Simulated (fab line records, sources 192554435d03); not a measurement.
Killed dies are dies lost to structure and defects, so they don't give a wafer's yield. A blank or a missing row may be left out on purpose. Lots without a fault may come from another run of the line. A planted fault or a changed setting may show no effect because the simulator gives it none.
Which tool did it? | flow n5_finfet | 9 lots, 27 wafers sampled, at 5 steps of a route of 1938

WHAT THE GAUGES READ, wafer by wafer
N5_SDB_INSPECT_13: inspects for defects (brightfield). Usual: raw_defect_count 67, standard deviation 27.
lot  | measured    | on                | raw_defect_count | flag
L734 | day 4 07:35 | defect_inspect-02 | 60 54 75         |
L737 | day 4 22:22 | defect_inspect-01 | 42 52 40         |
L739 | day 5 11:40 | defect_inspect-02 | 88 85 34         |
L746 | day 7 06:04 | defect_inspect-02 | 70 79 69         |
L747 | day 7 09:56 | defect_inspect-02 | 47 172 80        |
L751 | day 8 06:49 | defect_inspect-02 | 116 91 83        |
L754 | day 9 02:10 | defect_inspect-02 | 43 50 100        |
L755 | day 9 10:45 | defect_inspect-02 | 92 48 31         |
L756 | day 9 21:25 | defect_inspect-02 | 48 74 113        |

N5_BEOL_M4_RC_MEAS_101. Usual: DIBL_N 36.1 mV/V, standard deviation 1.4; DIBL_P 36.3 mV/V, standard deviation 1.4; IOFF_N 0.154 nA/um, standard deviation 0.021; IOFF_P 0.21 nA/um, standard deviation 0.032; ION_N 670 uA/um, standard deviation 8.1; ION_P 461 uA/um, standard deviation 7; SS_N 71.4 mV/dec, standard deviation 0.49; SS_P 73.3 mV/dec, standard deviation 0.5; VT_N 250.4 mV, standard deviation 2.6; VT_P -250 mV, standard deviation 3.7.
lot  | measured     | on        | DIBL_N (mV/V)  | DIBL_P (mV/V)  | IOFF_N (nA/um)    | IOFF_P (nA/um) | ION_N (uA/um) | ION_P (uA/um) | SS_N (mV/dec)  | SS_P (mV/dec)  | VT_N (mV)         | VT_P (mV)      | flag
L734 | day 9 09:17  | prober-02 | 38.2 37.8 36.8 | 36.8 37.5 36.2 | 0.170 0.172 0.154 | 0.20 0.20 0.18 | 676 682 681   | 451 458 465   | 71.7 71.7 70.8 | 73.0 73.5 73.3 | 246.3 248.8 248.1 | -252 -254 -254 |
L737 | day 9 19:14  | prober-02 | 33.3 36.0 34.6 | 32.9 35.6 34.2 | 0.124 0.170 0.146 | 0.22 0.28 0.25 | 664 676 681   | 472 475 480   | 70.8 71.4 71.1 | 73.2 73.1 72.8 | 252.9 246.2 250.2 | -244 -242 -241 |
L739 | day 10 05:55 | prober-01 | 36.3 37.9 36.1 | 36.4 38.5 35.9 | 0.141 0.176 0.143 | 0.20 0.24 0.20 | 665 677 666   | 460 463 458   | 71.5 72.1 71.1 | 73.5 74.1 73.4 | 251.3 246.2 252.1 | -251 -249 -250 |
L746 | day 11 20:16 | prober-01 | 34.6 35.1 32.7 | 35.6 35.7 31.8 | 0.141 0.139 0.103 | 0.17 0.16 0.12 | 676 673 649   | 457 448 439   | 71.6 71.4 70.6 | 73.4 73.7 72.3 | 252.6 254.0 258.4 | -256 -257 -259 |
L747 | day 12 07:35 | prober-02 | 35.6 36.7 35.5 | 36.4 37.6 36.7 | 0.161 0.179 0.164 | 0.21 0.24 0.22 | 677 678 680   | 462 468 462   | 71.2 71.8 71.6 | 72.6 73.8 73.6 | 248.5 246.2 247.9 | -249 -247 -251 |
L751 | day 13 17:42 | prober-01 | 34.7 34.2 35.3 | 34.4 34.5 34.9 | 0.133 0.122 0.134 | 0.17 0.17 0.18 | 656 664 669   | 453 452 459   | 71.4 71.5 71.7 | 72.7 72.2 73.5 | 252.5 252.3 253.1 | -254 -253 -252 |
L754 | day 14 00:37 | prober-02 | 35.7 35.4 35.3 | 36.6 36.2 36.6 | 0.149 0.144 0.150 | 0.21 0.20 0.21 | 667 667 671   | 460 463 465   | 71.2 71.3 71.4 | 72.6 72.9 73.3 | 250.2 253.2 250.8 | -249 -251 -248 |
L755 | day 15 03:52 | prober-01 | 38.4 36.3 37.2 | 39.0 36.1 37.6 | 0.203 0.148 0.176 | 0.27 0.21 0.25 | 669 668 677   | 463 465 469   | 72.2 71.8 71.7 | 74.1 73.2 73.3 | 247.8 252.4 249.6 | -246 -250 -245 |
L756 | day 15 04:57 | prober-02 | 35.5 36.7 36.2 | 36.3 37.0 36.6 | 0.127 0.152 0.140 | 0.17 0.19 0.18 | 664 668 669   | 461 453 455   | 71.0 71.5 71.4 | 72.8 72.7 73.2 | 254.9 252.0 257.7 | -257 -251 -257 |

WHICH TOOL RAN EACH LOT (tool, then ch and the chambers of the sampled wafers, then the start)
lot  | N5_SD_EPI_P_ETCH_36               | N5_ILD0_LINER_00                 | N5_ILD0_CMP_12
L734 | rie_diel-04 ch 1,2,3, day 3 20:16 | ald_sin-02 ch 0,2,3, day 4 00:54 | cmp-04 ch 1,2,3, day 4 06:49
L737 | rie_diel-05 ch 0,1,3, day 4 10:40 | ald_sin-02 ch 0,1, day 4 15:16   | cmp-02 ch 0,2,3, day 4 21:35
L739 | rie_diel-04 ch 0,1,2, day 4 23:28 | ald_sin-02 ch 0,2, day 5 04:31   | cmp-04 ch 1,2, day 5 10:51
L746 | rie_diel-04 ch 2,3, day 6 17:56   | ald_sin-03 ch 0,2,3, day 6 23:15 | cmp-02 ch 1,3, day 7 05:10
L747 | rie_diel-04 ch 1,2, day 6 21:38   | ald_sin-02 ch 1,2, day 7 02:58   | cmp-02 ch 1,3, day 7 09:04
L751 | rie_diel-05 ch 0,1,2, day 7 19:34 | ald_sin-03 ch 0,2, day 8 00:03   | cmp-04 ch 0,2,3, day 8 05:59
L754 | rie_diel-06 ch 0,3, day 8 13:31   | ald_sin-04 ch 0,1,3, day 8 19:32 | cmp-04 ch 1,2, day 9 01:26
L755 | rie_diel-06 ch 0,1,3, day 8 22:15 | ald_sin-03 ch 0,2,3, day 9 03:35 | cmp-04 ch 2,3, day 9 09:53
L756 | rie_diel-04 ch 2,3, day 9 09:16   | ald_sin-02 ch 0,2, day 9 14:13   | cmp-01 ch 1,2,3, day 9 20:31
- N5_SD_EPI_P_ETCH_36: etches SiARC in CF4, target depth 45.5 nm, time 75.8 s.
- N5_ILD0_LINER_00: material SiNx, target thk 4 nm, pulse time 1 s, purge time 2 s.
- N5_ILD0_CMP_12: polishes SiNx, stops on poly-Si, t overpolish 6 s, target thk 17.67 nm.

WHAT THE TOOLS THEMSELVES READ (means of the sampled wafers that have a number; where no wafer has one, the mark that the record gives instead)
N5_SD_EPI_P_ETCH_36. Usual: drypump_motor_current_A 6.0 A, standard deviation 0.38; etch_rf_on_time_s 75.9 s, standard deviation 1.5; oes_product_au 0.66 a.u., standard deviation 0.056; rf_fwd_power_W 538.6 W, standard deviation 2.3; rf_vpp_V 183.9 V, standard deviation 1.2; showerhead_plenum_p_Torr 2.12 Torr, standard deviation 0.071; throttle_valve_pct 15.67 %, standard deviation 0.19.
lot  | tool        | drypump_motor_current_A (A) | etch_rf_on_time_s (s) | oes_product_au (a.u.) | rf_fwd_power_W (W) | rf_vpp_V (V) | showerhead_plenum_p_Torr (Torr) | throttle_valve_pct (%) | flag
L734 | rie_diel-04 | 5.9                         | 74.5                  | 0.66                  | 539.0              | 182.9        | 2.06                            | 15.58                  |
L737 | rie_diel-05 | 5.8                         | 77.0                  | 0.62                  | 539.2              | 185.0        | 2.16                            | 15.62                  |
L739 | rie_diel-04 | 5.8                         | 75.6                  | 0.66                  | 538.3              | 182.9        | 2.09                            | 15.46                  |
L746 | rie_diel-04 | 6.3                         | 76.3                  | 0.62                  | 538.1              | 183.2        | 2.07                            | 15.66                  |
L747 | rie_diel-04 | 5.5                         | 75.4                  | 0.65                  | 538.6              | 182.9        | 2.09                            | 15.53                  |
L751 | rie_diel-05 | 5.5                         | 75.9                  | 0.65                  | 539.4              | 184.5        | 2.19                            | 15.69                  |
L754 | rie_diel-06 | 6.1                         | 75.6                  | 0.66                  | 536.4              | 184.2        | 2.14                            | 15.80                  |
L755 | rie_diel-06 | 6.2                         | 75.7                  | 0.70                  | 538.9              | 184.5        | 2.16                            | 15.78                  |
L756 | rie_diel-04 | 6.3                         | 75.4                  | 0.72                  | 539.2              | 183.5        | 2.02                            | 15.57                  |

N5_ILD0_LINER_00. Usual: heater_power_outer_w 504 W, standard deviation 63; heater_power_w 824 W, standard deviation 73; precursor_pulse_height_rel 0.998, standard deviation 0.019.
lot  | tool       | heater_power_outer_w (W) | heater_power_w (W) | precursor_pulse_height_rel | flag
L734 | ald_sin-02 | 574                      | 891                | 0.984                      |
L737 | ald_sin-02 | 474                      | 763                | 0.999                      |
L739 | ald_sin-02 | 557                      | 865                | 1.001                      |
L746 | ald_sin-03 | 451                      | 792                | 1.008                      |
L747 | ald_sin-02 | 480                      | 801                | 0.975                      |
L751 | ald_sin-03 | 457                      | 797                | 1.010                      |
L754 | ald_sin-04 | 506                      | 824                | 1.004                      |
L755 | ald_sin-03 | 454                      | 765                | 1.001                      |
L756 | ald_sin-02 | 571                      | 881                | 0.990                      |

N5_ILD0_CMP_12. Usual: head_pressure_psi 2.499 psi, standard deviation 0.0048; motor_current_A 8.8 A, standard deviation 0.71; overpolish_run_s 6.000 s, standard deviation 0.0097; time_to_endpoint_s 28.5 s, standard deviation 2.2.
lot  | tool   | head_pressure_psi (psi) | motor_current_A (A) | overpolish_run_s (s) | time_to_endpoint_s (s) | flag
L734 | cmp-04 | 2.499                   | 8.2                 | 6.003                | 30.8                   |
L737 | cmp-02 | 2.499                   | 9.5                 | 5.995                | 28.9                   |
L739 | cmp-04 | 2.497                   | 8.1                 | 6.007                | 26.9                   |
L746 | cmp-02 | 1.865                   | 7.6                 | 5.995                | 37.9                   | OFF
L747 | cmp-02 | 1.866                   | 7.8                 | 5.995                | 40.3                   | OFF
L751 | cmp-04 | 2.505                   | 8.9                 | 5.993                | 27.9                   |
L754 | cmp-04 | 2.501                   | 8.4                 | 6.001                | 30.2                   |
L755 | cmp-04 | 2.497                   | 8.8                 | 6.004                | 28.3                   |
L756 | cmp-01 | 2.498                   | 9.0                 | 6.004                | 29.4                   |

THE ANSWER, worked out from the rows above alone
Rule: a lot is off if the mean of its wafers that have a number lies more than 3 standard deviations from the usual mean. A lot without any number at a reading at which 4 lots or more have one is off too. The other lots that the step has rows for count as sound. The gauges are gone through in route order, then the tools' own readings, and for those a lot's mean is taken as printed above. The first step at which some lot is off is used, and at that step the reading that is off furthest; a lot without a number counts as furthest.
Off: L746, L747, at N5_ILD0_CMP_12 (head_pressure_psi).
A tool fits if, at that step or a process step before it, it ran every lot that is off, and no sound lot after the first of them. One fits: cmp-02 at N5_ILD0_CMP_12. Its last sound lot is L737 (day 4 21:35), its first lot that is off L746 (day 7 05:10): a fault that began between those two fits.
The tool's own readings at N5_ILD0_CMP_12 bear it out: on the lots that are off they differ by more than 5 times the standard deviation of the sound lots' means. head_pressure_psi reads 1.865 psi there against 2.499 psi on the sound lots; time_to_endpoint_s reads 39.1 s there against 28.9 s on the sound lots.

WHAT THE SIMULATOR HAD PUT IN
Process parameter drift: cmp-02, from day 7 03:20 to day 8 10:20, at N5_ILD0_CMP_12. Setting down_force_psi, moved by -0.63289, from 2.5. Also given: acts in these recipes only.
Lots struck among those shown: L746, L747. The rule above found the same.
